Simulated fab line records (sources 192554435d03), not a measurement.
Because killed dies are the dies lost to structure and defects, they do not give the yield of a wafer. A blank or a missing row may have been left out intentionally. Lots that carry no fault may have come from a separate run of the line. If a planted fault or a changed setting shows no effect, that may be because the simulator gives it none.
Which of the tools did it? / flow n5Finfet / 11 lots, 32 wafers sampled, at 5 steps of a route of 1938

WHAT THE GAUGES READ, wafer by wafer
The record holds no reading of a measuring or inspecting step that can be judged against a usual standard deviation.

EACH LOT AND THE TOOL THAT RAN IT (in order: tool; ch and the chambers of the sampled wafers; start)
lot=L274; N5_BEOL_M14_SPUTTER_43=pvdSputter-01, day 11 07:26; N5_BEOL_M14_CMP_49=cmp-02 ch 0,1,3, day 11 08:18; N5_BEOL_M15_ILD_DEP_00=pecvd-04 ch 0,1, day 11 08:43; N5_BEOL_M15_COAT_56=lithoTrack-01 ch 0, day 11 09:59; N5_PASSIVATION_PROBE_49=-
lot=L276; N5_BEOL_M14_SPUTTER_43=pvdSputter-01, day 11 08:43; N5_BEOL_M14_CMP_49=cmp-02 ch 1,3, day 11 10:07; N5_BEOL_M15_ILD_DEP_00=pecvd-02 ch 1,2, day 11 10:34; N5_BEOL_M15_COAT_56=lithoTrack-02 ch 0, day 11 11:47; N5_PASSIVATION_PROBE_49=-
lot=L275; N5_BEOL_M14_SPUTTER_43=pvdSputter-03, day 11 22:10; N5_BEOL_M14_CMP_49=cmp-03 ch 0,1,3, day 11 23:09; N5_BEOL_M15_ILD_DEP_00=pecvd-02 ch 0,1,2, day 11 23:31; N5_BEOL_M15_COAT_56=lithoTrack-01 ch 0, day 12 00:42; N5_PASSIVATION_PROBE_49=-
lot=L278; N5_BEOL_M14_SPUTTER_43=pvdSputter-03, day 12 09:58; N5_BEOL_M14_CMP_49=cmp-01 ch 1,3, day 12 10:52; N5_BEOL_M15_ILD_DEP_00=pecvd-02 ch 0,2, day 12 11:40; N5_BEOL_M15_COAT_56=lithoTrack-01 ch 0, day 12 13:02; N5_PASSIVATION_PROBE_49=-
lot=L280; N5_BEOL_M14_SPUTTER_43=pvdSputter-01, day 13 05:52; N5_BEOL_M14_CMP_49=cmp-02 ch 0,1,3, day 13 06:38; N5_BEOL_M15_ILD_DEP_00=pecvd-03 ch 0,2, day 13 07:08; N5_BEOL_M15_COAT_56=lithoTrack-02 ch 0, day 13 08:19; N5_PASSIVATION_PROBE_49=-
lot=L283; N5_BEOL_M14_SPUTTER_43=pvdSputter-03, day 13 11:44; N5_BEOL_M14_CMP_49=cmp-03 ch 1,2,3, day 13 12:44; N5_BEOL_M15_ILD_DEP_00=pecvd-04 ch 0,2, day 13 13:11; N5_BEOL_M15_COAT_56=lithoTrack-02 ch 0, day 13 14:37; N5_PASSIVATION_PROBE_49=-
lot=L287; N5_BEOL_M14_SPUTTER_43=pvdSputter-02, day 14 20:19; N5_BEOL_M14_CMP_49=cmp-02 ch 0,1,2, day 14 21:47; N5_BEOL_M15_ILD_DEP_00=pecvd-04 ch 0,1, day 14 22:14; N5_BEOL_M15_COAT_56=lithoTrack-01 ch 0, day 14 23:33; N5_PASSIVATION_PROBE_49=-
lot=L289; N5_BEOL_M14_SPUTTER_43=pvdSputter-02, day 15 08:05; N5_BEOL_M14_CMP_49=cmp-01 ch 2,3, day 15 08:52; N5_BEOL_M15_ILD_DEP_00=pecvd-02 ch 0,1,2, day 15 09:22; N5_BEOL_M15_COAT_56=lithoTrack-01 ch 0, day 15 10:40; N5_PASSIVATION_PROBE_49=prober-02, day 16 07:38
lot=L291; N5_BEOL_M14_SPUTTER_43=pvdSputter-01, day 15 21:58; N5_BEOL_M14_CMP_49=cmp-01 ch 0,1,3, day 15 23:21; N5_BEOL_M15_ILD_DEP_00=pecvd-02 ch 1,2, day 15 23:48; N5_BEOL_M15_COAT_56=lithoTrack-02 ch 0, day 16 01:06; N5_PASSIVATION_PROBE_49=-
lot=L295; N5_BEOL_M14_SPUTTER_43=pvdSputter-03, day 16 21:55; N5_BEOL_M14_CMP_49=cmp-02 ch 2,3, day 16 22:44; N5_BEOL_M15_ILD_DEP_00=pecvd-03 ch 0,1,2, day 16 23:13; N5_BEOL_M15_COAT_56=lithoTrack-02 ch 0, day 17 00:30; N5_PASSIVATION_PROBE_49=-
lot=L296; N5_BEOL_M14_SPUTTER_43=pvdSputter-02, day 17 01:11; N5_BEOL_M14_CMP_49=cmp-03 ch 1,3, day 17 01:59; N5_BEOL_M15_ILD_DEP_00=pecvd-03 ch 0,2, day 17 02:26; N5_BEOL_M15_COAT_56=lithoTrack-02 ch 0, day 17 03:50; N5_PASSIVATION_PROBE_49=-
- N5_BEOL_M14_SPUTTER_43: material TaN, target thk 15 nm, time 24.19 s.
- N5_BEOL_M14_CMP_49: polishes, stops on SiO2, t overpolish 5.2 s, target thk 560 nm.
- N5_BEOL_M15_ILD_DEP_00: deposits SiO2 from TEOS/O2, target thk 1629.3 nm, time 346.1 s.
- N5_BEOL_M15_COAT_56: time 60 s, resist thk 550 nm.
- N5_PASSIVATION_PROBE_49

AS READ BY THE TOOLS THEMSELVES (means over the sampled wafers that have a number; for cases with no such wafer, the mark the record gives instead)
N5_BEOL_M14_SPUTTER_43. Usual: chamberPressurePa 0.11998 Pa, standard deviation 0.00023; throttleValvePct 30.1 %, standard deviation 0.96.
lot=L274; tool=pvdSputter-01; chamberPressurePa (Pa)=0.12021; throttleValvePct (%)=30.7; flag=
lot=L276; tool=pvdSputter-01; chamberPressurePa (Pa)=0.11990; throttleValvePct (%)=30.7; flag=
lot=L275; tool=pvdSputter-03; chamberPressurePa (Pa)=0.11988; throttleValvePct (%)=29.0; flag=
lot=L278; tool=pvdSputter-03; chamberPressurePa (Pa)=0.11967; throttleValvePct (%)=29.3; flag=
lot=L280; tool=pvdSputter-01; chamberPressurePa (Pa)=0.12018; throttleValvePct (%)=29.7; flag=
lot=L283; tool=pvdSputter-03; chamberPressurePa (Pa)=0.12010; throttleValvePct (%)=30.1; flag=
lot=L287; tool=pvdSputter-02; chamberPressurePa (Pa)=0.12011; throttleValvePct (%)=30.1; flag=
lot=L289; tool=pvdSputter-02; chamberPressurePa (Pa)=0.12000; throttleValvePct (%)=30.8; flag=
lot=L291; tool=pvdSputter-01; chamberPressurePa (Pa)=0.12003; throttleValvePct (%)=29.7; flag=
lot=L295; tool=pvdSputter-03; chamberPressurePa (Pa)=0.12002; throttleValvePct (%)=29.4; flag=
lot=L296; tool=pvdSputter-02; chamberPressurePa (Pa)=0.12003; throttleValvePct (%)=30.6; flag=

N5_BEOL_M14_CMP_49. Usual: barrierFieldEndpointS 11.3 s, standard deviation 0.36; motorCurrentA 8.2 A, standard deviation 0.67; overpolishRunS 5.200 s, standard deviation 0.0088; retainingRingPressureFrac 1.000, standard deviation 0.0044; timeToEndpointS 123 s, standard deviation 6.6.
lot=L274; tool=cmp-02; barrierFieldEndpointS (s)=11.3; motorCurrentA (A)=8.3; overpolishRunS (s)=5.198; retainingRingPressureFrac=1.001; timeToEndpointS (s)=123; flag=
lot=L276; tool=cmp-02; barrierFieldEndpointS (s)=11.4; motorCurrentA (A)=8.4; overpolishRunS (s)=5.193; retainingRingPressureFrac=1.001; timeToEndpointS (s)=124; flag=
lot=L275; tool=cmp-03; barrierFieldEndpointS (s)=11.6; motorCurrentA (A)=8.7; overpolishRunS (s)=5.203; retainingRingPressureFrac=0.997; timeToEndpointS (s)=126; flag=
lot=L278; tool=cmp-01; barrierFieldEndpointS (s)=11.4; motorCurrentA (A)=8.7; overpolishRunS (s)=5.194; retainingRingPressureFrac=0.998; timeToEndpointS (s)=124; flag=
lot=L280; tool=cmp-02; barrierFieldEndpointS (s)=11.3; motorCurrentA (A)=8.5; overpolishRunS (s)=5.209; retainingRingPressureFrac=0.999; timeToEndpointS (s)=125; flag=
lot=L283; tool=cmp-03; barrierFieldEndpointS (s)=11.1; motorCurrentA (A)=8.1; overpolishRunS (s)=5.196; retainingRingPressureFrac=1.002; timeToEndpointS (s)=119; flag=
lot=L287; tool=cmp-02; barrierFieldEndpointS (s)=11.1; motorCurrentA (A)=8.3; overpolishRunS (s)=5.195; retainingRingPressureFrac=1.003; timeToEndpointS (s)=122; flag=
lot=L289; tool=cmp-01; barrierFieldEndpointS (s)=11.8; motorCurrentA (A)=7.4; overpolishRunS (s)=5.203; retainingRingPressureFrac=0.997; timeToEndpointS (s)=128; flag=
lot=L291; tool=cmp-01; barrierFieldEndpointS (s)=11.4; motorCurrentA (A)=8.4; overpolishRunS (s)=5.202; retainingRingPressureFrac=0.997; timeToEndpointS (s)=123; flag=
lot=L295; tool=cmp-02; barrierFieldEndpointS (s)=11.5; motorCurrentA (A)=8.1; overpolishRunS (s)=5.187; retainingRingPressureFrac=1.005; timeToEndpointS (s)=128; flag=
lot=L296; tool=cmp-03; barrierFieldEndpointS (s)=11.6; motorCurrentA (A)=8.7; overpolishRunS (s)=5.208; retainingRingPressureFrac=1.000; timeToEndpointS (s)=129; flag=

N5_BEOL_M15_ILD_DEP_00. Usual: heaterPowerOuterW 279 W, standard deviation 85; heaterPowerW 512 W, standard deviation 120; showerheadPlenumPTorr 8.339 Torr, standard deviation 0.026; showerheadVppV 1900 V, standard deviation 110; throttleValvePct 19.1 %, standard deviation 1.3.
lot=L274; tool=pecvd-04; heaterPowerOuterW (W)=243; heaterPowerW (W)=448; showerheadPlenumPTorr (Torr)=8.304; showerheadVppV (V)=2031; throttleValvePct (%)=18.3; flag=
lot=L276; tool=pecvd-02; heaterPowerOuterW (W)=373; heaterPowerW (W)=630; showerheadPlenumPTorr (Torr)=8.347; showerheadVppV (V)=1860; throttleValvePct (%)=19.3; flag=
lot=L275; tool=pecvd-02; heaterPowerOuterW (W)=270; heaterPowerW (W)=529; showerheadPlenumPTorr (Torr)=8.336; showerheadVppV (V)=1874; throttleValvePct (%)=19.9; flag=
lot=L278; tool=pecvd-02; heaterPowerOuterW (W)=304; heaterPowerW (W)=560; showerheadPlenumPTorr (Torr)=8.341; showerheadVppV (V)=1904; throttleValvePct (%)=20.4; flag=
lot=L280; tool=pecvd-03; heaterPowerOuterW (W)=231; heaterPowerW (W)=429; showerheadPlenumPTorr (Torr)=8.363; showerheadVppV (V)=1903; throttleValvePct (%)=18.2; flag=
lot=L283; tool=pecvd-04; heaterPowerOuterW (W)=343; heaterPowerW (W)=625; showerheadPlenumPTorr (Torr)=8.376; showerheadVppV (V)=1903; throttleValvePct (%)=17.5; flag=
lot=L287; tool=pecvd-04; heaterPowerOuterW (W)=284; heaterPowerW (W)=504; showerheadPlenumPTorr (Torr)=8.315; showerheadVppV (V)=2032; throttleValvePct (%)=18.5; flag=
lot=L289; tool=pecvd-02; heaterPowerOuterW (W)=336; heaterPowerW (W)=612; showerheadPlenumPTorr (Torr)=8.344; showerheadVppV (V)=1918; throttleValvePct (%)=20.0; flag=
lot=L291; tool=pecvd-02; heaterPowerOuterW (W)=327; heaterPowerW (W)=596; showerheadPlenumPTorr (Torr)=8.332; showerheadVppV (V)=1857; throttleValvePct (%)=19.3; flag=
lot=L295; tool=pecvd-03; heaterPowerOuterW (W)=228; heaterPowerW (W)=430; showerheadPlenumPTorr (Torr)=8.331; showerheadVppV (V)=1831; throttleValvePct (%)=19.3; flag=
lot=L296; tool=pecvd-03; heaterPowerOuterW (W)=225; heaterPowerW (W)=432; showerheadPlenumPTorr (Torr)=8.356; showerheadVppV (V)=1906; throttleValvePct (%)=18.4; flag=

N5_BEOL_M15_COAT_56. Usual: plateTempC 249.99 C, standard deviation 0.18; spinSpeedRpm 1500.0 rpm, standard deviation 1.2.
lot=L274; tool=lithoTrack-01; plateTempC (C)=250.08; spinSpeedRpm (rpm)=1499.6; flag=
lot=L276; tool=lithoTrack-02; plateTempC (C)=250.26; spinSpeedRpm (rpm)=1499.1; flag=
lot=L275; tool=lithoTrack-01; plateTempC (C)=250.28; spinSpeedRpm (rpm)=1499.8; flag=
lot=L278; tool=lithoTrack-01; plateTempC (C)=249.89; spinSpeedRpm (rpm)=1501.3; flag=
lot=L280; tool=lithoTrack-02; plateTempC (C)=249.93; spinSpeedRpm (rpm)=1499.6; flag=
lot=L283; tool=lithoTrack-02; plateTempC (C)=250.05; spinSpeedRpm (rpm)=1499.7; flag=
lot=L287; tool=lithoTrack-01; plateTempC (C)=250.09; spinSpeedRpm (rpm)=1565.6; flag=OFF
lot=L289; tool=lithoTrack-01; plateTempC (C)=249.73; spinSpeedRpm (rpm)=1567.0; flag=OFF
lot=L291; tool=lithoTrack-02; plateTempC (C)=250.07; spinSpeedRpm (rpm)=1498.4; flag=
lot=L295; tool=lithoTrack-02; plateTempC (C)=249.98; spinSpeedRpm (rpm)=1500.9; flag=
lot=L296; tool=lithoTrack-02; plateTempC (C)=249.94; spinSpeedRpm (rpm)=1501.4; flag=

N5_PASSIVATION_PROBE_49. Usual: defectLimitedYield 91.1 %, standard deviation 1.5; killed_at_M0_to_M3 35, standard deviation 11; killed_at_M4_up 13, standard deviation 5.7; killedAtContacts 12, standard deviation 5.7; killedAtFrontEnd 40, standard deviation 11; killedAtOther 4, standard deviation 4.4; killedDies 105, standard deviation 18; killedOnRim 14, standard deviation 3.9; killedOpen 68, standard deviation 14; killedShort 34, standard deviation 7.4; sort_bin_5_function 5.2 %, standard deviation 1; sort_bin_6_memory 3.3 %, standard deviation 0.67; sort_bin_8_speed 0.04 %, standard deviation 0.29; sortNPass 1074, standard deviation 18; sortYieldPct 91.0 %, standard deviation 1.5.
lot=L289; tool=prober-02; defectLimitedYield (%)=90.8; killed_at_M0_to_M3=29; killed_at_M4_up=13; killedAtContacts=14; killedAtFrontEnd=51; killedAtOther=2; killedDies=109; killedOnRim=14; killedOpen=67; killedShort=36; sort_bin_5_function (%)=5.1; sort_bin_6_memory (%)=3.2; sort_bin_8_speed (%)=0.00; sortNPass=1071; sortYieldPct (%)=90.8; flag=

THE ANSWER, worked out from the rows above alone
Rule: a lot is off if the mean of its wafers that have a number lies more than 3 standard deviations from the usual mean. A lot without any number at a reading at which 4 lots or more have one is off too. Any other lot the step has rows for is counted as sound. First the gauges in route order, then the tools' own readings, where a lot's mean is used as printed above. At the first step where some lot is off, the reading lying furthest off is the one used; lots without a number count as furthest.
Off, at N5_BEOL_M15_COAT_56 on spinSpeedRpm: L287, L289.
A tool fits if, at that step or a process step before it, it ran every lot that is off, and no sound lot after the first of them. One fits: N5_BEOL_M15_COAT_56 on lithoTrack-01. A fault onset in the window from L278 (day 12 13:02, its last sound lot) to L287 (day 14 23:33, its first lot off) fits.
On the lots that are off, the tool's own readings at N5_BEOL_M15_COAT_56 differ by more than 5 times the standard deviation of the sound lots' means, which bears it out; spinSpeedRpm reads 1566.3 rpm there versus 1500.0 rpm on the sound lots.

WHAT WAS PUT IN BY THE SIMULATOR
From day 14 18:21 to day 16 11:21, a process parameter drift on lithoTrack-01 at N5_BEOL_M15_COAT_56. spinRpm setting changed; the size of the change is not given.
Shown lots that were struck: L287, L289. The rule above reached the same finding.
